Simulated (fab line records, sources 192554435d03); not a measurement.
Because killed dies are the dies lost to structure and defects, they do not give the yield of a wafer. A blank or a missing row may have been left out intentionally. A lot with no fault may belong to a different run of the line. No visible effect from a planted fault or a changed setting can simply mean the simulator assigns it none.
Lot-split experiment || flow n5 finfet || route with 1938 steps; 7 lots, 39 wafers read

## THE SPLIT
At N5_FIN_SAQP_HM_DEP_72 (deposits SiO2 from SiH4/N2O, target thk 12 nm, time 7.2 s), the setting target thk a was moved away from the recipe's 120 angstrom on 12 of the 39 wafers read, by -25.2% to +45.7%. All remaining wafers had this setting at the recipe value.

## FROM THE SPLIT TO THE READING: what the file shows between them, 4 steps
- N5_FIN_SAQP_COAT_49: time 60 s, resist thk 100 nm
- N5_FIN_SAQP_COAT_50: time 60 s, resist thk 35 nm
- N5_FIN_SAQP_ETCH_52: etches SOC in N2/H2, target depth 100 nm, overetch 20 nm, time 150 s
- N5_FIN_SAQP_STRIP_53: strips in N2/H2

## THE READING
etch.depth nm (the simulator's own value, which no gauge read), in nm, at N5_FIN_SAQP_HM_OPEN_73 (chemistry CHF3/O2, target SiO2, stops on a-Si, target depth 12 nm, time 16.8 s). The file gives no usual value for it. Across the 27 wafers here that went through the recipe, the average is 11.973 nm and the standard deviation 0.13 nm.

{"wafer": "L074.4", "tool, chamber at the split": "pecvd-04, 1", "target thk a as run, angstrom": 120, "against the recipe": "recipe", "etch.depth nm, nm": 12.05, "against lot-mates on the recipe": "-"}
{"wafer": "L074.5", "tool, chamber at the split": "pecvd-04, 0", "target thk a as run, angstrom": 120, "against the recipe": "recipe", "etch.depth nm, nm": 11.89, "against lot-mates on the recipe": "-"}
{"wafer": "L074.6", "tool, chamber at the split": "pecvd-04, 2", "target thk a as run, angstrom": 120, "against the recipe": "recipe", "etch.depth nm, nm": 12, "against lot-mates on the recipe": "-"}
{"wafer": "L078.1", "tool, chamber at the split": "pecvd-01, 0,2", "target thk a as run, angstrom": 120, "against the recipe": "recipe", "etch.depth nm, nm": 11.97, "against lot-mates on the recipe": "-"}
{"wafer": "L078.2", "tool, chamber at the split": "pecvd-01, 0,2", "target thk a as run, angstrom": 120, "against the recipe": "recipe", "etch.depth nm, nm": 11.97, "against lot-mates on the recipe": "-"}
{"wafer": "L078.3", "tool, chamber at the split": "pecvd-01, 1", "target thk a as run, angstrom": 120, "against the recipe": "recipe", "etch.depth nm, nm": 11.82, "against lot-mates on the recipe": "-"}
{"wafer": "L078.4", "tool, chamber at the split": "pecvd-01, 0", "target thk a as run, angstrom": 120, "against the recipe": "recipe", "etch.depth nm, nm": 12.02, "against lot-mates on the recipe": "-"}
{"wafer": "L078.5", "tool, chamber at the split": "pecvd-01, 1", "target thk a as run, angstrom": 120, "against the recipe": "recipe", "etch.depth nm, nm": 11.94, "against lot-mates on the recipe": "-"}
{"wafer": "L078.6", "tool, chamber at the split": "pecvd-01, 2", "target thk a as run, angstrom": 120, "against the recipe": "recipe", "etch.depth nm, nm": 12.1, "against lot-mates on the recipe": "-"}
{"wafer": "L082.1", "tool, chamber at the split": "pecvd-04, 0", "target thk a as run, angstrom": 89.8, "against the recipe": "-25.2%", "etch.depth nm, nm": 8.843, "against lot-mates on the recipe": -3.000}
{"wafer": "L082.2", "tool, chamber at the split": "pecvd-04, 2", "target thk a as run, angstrom": 120, "against the recipe": "recipe", "etch.depth nm, nm": 11.72, "against lot-mates on the recipe": "-"}
{"wafer": "L082.3", "tool, chamber at the split": "pecvd-04, 1", "target thk a as run, angstrom": 120, "against the recipe": "recipe", "etch.depth nm, nm": 11.86, "against lot-mates on the recipe": "-"}
{"wafer": "L082.4", "tool, chamber at the split": "pecvd-04, 1", "target thk a as run, angstrom": 89.8, "against the recipe": "-25.2%", "etch.depth nm, nm": 9.04, "against lot-mates on the recipe": -2.803}
{"wafer": "L082.5", "tool, chamber at the split": "pecvd-04, 2", "target thk a as run, angstrom": 120, "against the recipe": "recipe", "etch.depth nm, nm": 11.95, "against lot-mates on the recipe": "-"}
{"wafer": "L082.6", "tool, chamber at the split": "pecvd-04, 0", "target thk a as run, angstrom": 89.8, "against the recipe": "-25.2%", "etch.depth nm, nm": 9.165, "against lot-mates on the recipe": -2.678}
{"wafer": "L083.1", "tool, chamber at the split": "pecvd-04, 0", "target thk a as run, angstrom": 120, "against the recipe": "recipe", "etch.depth nm, nm": 11.98, "against lot-mates on the recipe": "-"}
{"wafer": "L083.2", "tool, chamber at the split": "pecvd-04, 1", "target thk a as run, angstrom": 120, "against the recipe": "recipe", "etch.depth nm, nm": 12.02, "against lot-mates on the recipe": "-"}
{"wafer": "L083.3", "tool, chamber at the split": "pecvd-04, 2", "target thk a as run, angstrom": 144.2, "against the recipe": "+20.2%", "etch.depth nm, nm": 14.24, "against lot-mates on the recipe": "+2.330"}
{"wafer": "L083.4", "tool, chamber at the split": "pecvd-04, 2", "target thk a as run, angstrom": 120, "against the recipe": "recipe", "etch.depth nm, nm": 11.73, "against lot-mates on the recipe": "-"}
{"wafer": "L083.5", "tool, chamber at the split": "pecvd-04, 0", "target thk a as run, angstrom": 144.2, "against the recipe": "+20.2%", "etch.depth nm, nm": 14.53, "against lot-mates on the recipe": "+2.620"}
{"wafer": "L083.6", "tool, chamber at the split": "pecvd-04, 1", "target thk a as run, angstrom": 144.2, "against the recipe": "+20.2%", "etch.depth nm, nm": 14.74, "against lot-mates on the recipe": "+2.830"}
{"wafer": "L084.1", "tool, chamber at the split": "pecvd-03, 1", "target thk a as run, angstrom": 120, "against the recipe": "recipe", "etch.depth nm, nm": 11.92, "against lot-mates on the recipe": "-"}
{"wafer": "L084.2", "tool, chamber at the split": "pecvd-03, 0", "target thk a as run, angstrom": 120, "against the recipe": "recipe", "etch.depth nm, nm": 11.98, "against lot-mates on the recipe": "-"}
{"wafer": "L084.3", "tool, chamber at the split": "pecvd-03, 2", "target thk a as run, angstrom": 174.8, "against the recipe": "+45.7%", "etch.depth nm, nm": 17.38, "against lot-mates on the recipe": "+5.400"}
{"wafer": "L084.4", "tool, chamber at the split": "pecvd-03, 0", "target thk a as run, angstrom": 174.8, "against the recipe": "+45.7%", "etch.depth nm, nm": 17.43, "against lot-mates on the recipe": "+5.450"}
{"wafer": "L084.5", "tool, chamber at the split": "pecvd-03, 1", "target thk a as run, angstrom": 120, "against the recipe": "recipe", "etch.depth nm, nm": 12.04, "against lot-mates on the recipe": "-"}
{"wafer": "L084.6", "tool, chamber at the split": "pecvd-03, 2", "target thk a as run, angstrom": 174.8, "against the recipe": "+45.7%", "etch.depth nm, nm": 17.5, "against lot-mates on the recipe": "+5.520"}
{"wafer": "L087.1", "tool, chamber at the split": "pecvd-03, 0", "target thk a as run, angstrom": 91.93, "against the recipe": "-23.4%", "etch.depth nm, nm": 9.091, "against lot-mates on the recipe": -2.826}
{"wafer": "L087.2", "tool, chamber at the split": "pecvd-03, 2", "target thk a as run, angstrom": 91.93, "against the recipe": "-23.4%", "etch.depth nm, nm": 8.965, "against lot-mates on the recipe": -2.952}
{"wafer": "L087.3", "tool, chamber at the split": "pecvd-03, 1", "target thk a as run, angstrom": 120, "against the recipe": "recipe", "etch.depth nm, nm": 11.84, "against lot-mates on the recipe": "-"}
{"wafer": "L087.4", "tool, chamber at the split": "pecvd-03, 1", "target thk a as run, angstrom": 91.93, "against the recipe": "-23.4%", "etch.depth nm, nm": 9.13, "against lot-mates on the recipe": -2.787}
{"wafer": "L087.5", "tool, chamber at the split": "pecvd-03, 2", "target thk a as run, angstrom": 120, "against the recipe": "recipe", "etch.depth nm, nm": 11.78, "against lot-mates on the recipe": "-"}
{"wafer": "L087.6", "tool, chamber at the split": "pecvd-03, 0", "target thk a as run, angstrom": 120, "against the recipe": "recipe", "etch.depth nm, nm": 12.13, "against lot-mates on the recipe": "-"}
{"wafer": "L093.1", "tool, chamber at the split": "pecvd-03, 2", "target thk a as run, angstrom": 120, "against the recipe": "recipe", "etch.depth nm, nm": 11.99, "against lot-mates on the recipe": "-"}
{"wafer": "L093.2", "tool, chamber at the split": "pecvd-03, 0", "target thk a as run, angstrom": 120, "against the recipe": "recipe", "etch.depth nm, nm": 12.05, "against lot-mates on the recipe": "-"}
{"wafer": "L093.3", "tool, chamber at the split": "pecvd-03, 1", "target thk a as run, angstrom": 120, "against the recipe": "recipe", "etch.depth nm, nm": 11.9, "against lot-mates on the recipe": "-"}
{"wafer": "L093.4", "tool, chamber at the split": "pecvd-03, 0", "target thk a as run, angstrom": 120, "against the recipe": "recipe", "etch.depth nm, nm": 12.25, "against lot-mates on the recipe": "-"}
{"wafer": "L093.5", "tool, chamber at the split": "pecvd-03, 2", "target thk a as run, angstrom": 120, "against the recipe": "recipe", "etch.depth nm, nm": 12.23, "against lot-mates on the recipe": "-"}
{"wafer": "L093.6", "tool, chamber at the split": "pecvd-03, 1", "target thk a as run, angstrom": 120, "against the recipe": "recipe", "etch.depth nm, nm": 12.14, "against lot-mates on the recipe": "-"}
The file does not say which wafer passed through which chamber wherever a row lists several chambers: such a row stands for several wafers.

FIT RESULTS
A straight line over all 39 wafers: etch.depth nm changes by +0.121 nm for each +1% of target thk a; r = +1.00; the points scatter about the line by 0.14 nm.
The same after taking each lot's own level away (the mean of its wafers on the recipe; 39 wafers): +0.12 nm for each +1%; r = +1.00; scatter 0.14 nm.
That fit puts the effect of the largest move of target thk a on the reading at 5.5 nm.
The span of the lots' own levels, 11.8433 to 12.0933 nm, comes to 1.9 times the standard deviation stated above.
Consequently the slope shifts little with the lot-to-lot level, the two slopes agreeing.
Check: for one of the wafers moved furthest among these (+45.7%), held out of the fit, the line's prediction against its lot-mates is +5.5 nm. It came out at +5.4 nm against them.

## THE WHOLE CHAIN: every reading that the file lists as answering this split, in the file's order
{"step": "N5_FIN_SAQP_HM_DEP_72", "what it does": "deposits SiO2 from SiH4/N2O, target thk 12 nm, time 7.2 s", "reading": "SiO2_of_FIN_SAQP_HM_DEP_72.thk nm (the simulator's own value, which no gauge read)", "change (the file's fit)": "+0.12 nm for each +1% of the setting", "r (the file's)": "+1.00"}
{"step": "N5_FIN_SAQP_HM_OPEN_73", "what it does": "chemistry CHF3/O2, target SiO2, stops on a-Si, target depth 12 nm, time 16.8 s", "reading": "etch.depth nm (the simulator's own value, which no gauge read)", "change (the file's fit)": "+0.12 nm for each +1% of the setting", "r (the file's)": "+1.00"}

## THE FILE'S OWN FIT
etch.depth nm changes by +0.12 nm for each +1% of target thk a, r = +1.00.
